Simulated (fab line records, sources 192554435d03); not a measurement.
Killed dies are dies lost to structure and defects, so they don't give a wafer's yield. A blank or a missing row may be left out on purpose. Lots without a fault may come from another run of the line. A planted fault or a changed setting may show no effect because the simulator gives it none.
Chamber matching | flow n5_finfet | N5_STI_FIN_REVEAL_ALD_00 on ald_sin-02: 4 sister chambers
The step deposits SiO2, target thk 1 nm, pulse time 1 s. 4 wafers are shown with their chamber, then 12 later ones without.

WAFERS WITH THEIR CHAMBER
wafer  | chamber | heater_power_w (W)
L090.6 | 2       | 536
L091.2 | 1       | 535
L091.4 | 0       | 510
L091.5 | 3       | 500

WAFERS WITHOUT THEIR CHAMBER
wafer  | heater_power_w (W)
L092.2 | 522
L092.3 | 491
L092.5 | 536
L094.2 | 519
L094.3 | 516
L094.5 | 537
L095.3 | 512
L095.4 | 545
L095.5 | 539
L097.1 | 548
L097.2 | 510
L097.3 | 533

WHICH CHAMBER EACH WENT THROUGH
wafer  | from the rows above               | in truth
L092.2 | can't be placed: 0 or 1 or 2 or 3 | 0
L092.3 | can't be placed: 3 or 0           | 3
L092.5 | can't be placed: 2 or 1           | 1
L094.2 | can't be placed: 0 or 1 or 2 or 3 | 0
L094.3 | can't be placed: 0 or 3 or 1      | 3
L094.5 | can't be placed: 2 or 1           | 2
L095.3 | can't be placed: 0 or 3           | 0
L095.4 | can't be placed: 2 or 1           | 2
L095.5 | can't be placed: 2 or 1           | 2
L097.1 | can't be placed: 2 or 1           | 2
L097.2 | can't be placed: 0 or 3           | 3
L097.3 | can't be placed: 1 or 2           | 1
Placed correctly: 0 of 12. Can't be placed from these rows: 12 (the true chamber is among the candidates in 12). Placed wrongly: 0.
How it was worked out, from the rows above alone: a wafer's distance from a chamber is the root of the sum, over the readings, of the square of ((its reading less the chamber's mean) divided by the reading's scatter). The wafer belongs to the nearest chamber; if the next one is less than 2 further off, it can't be placed. A chamber's mean is the mean of its shown wafers. The scatter: with one shown wafer a chamber, the root of the mean of the squares of how far each hidden wafer lies from its nearest shown one.
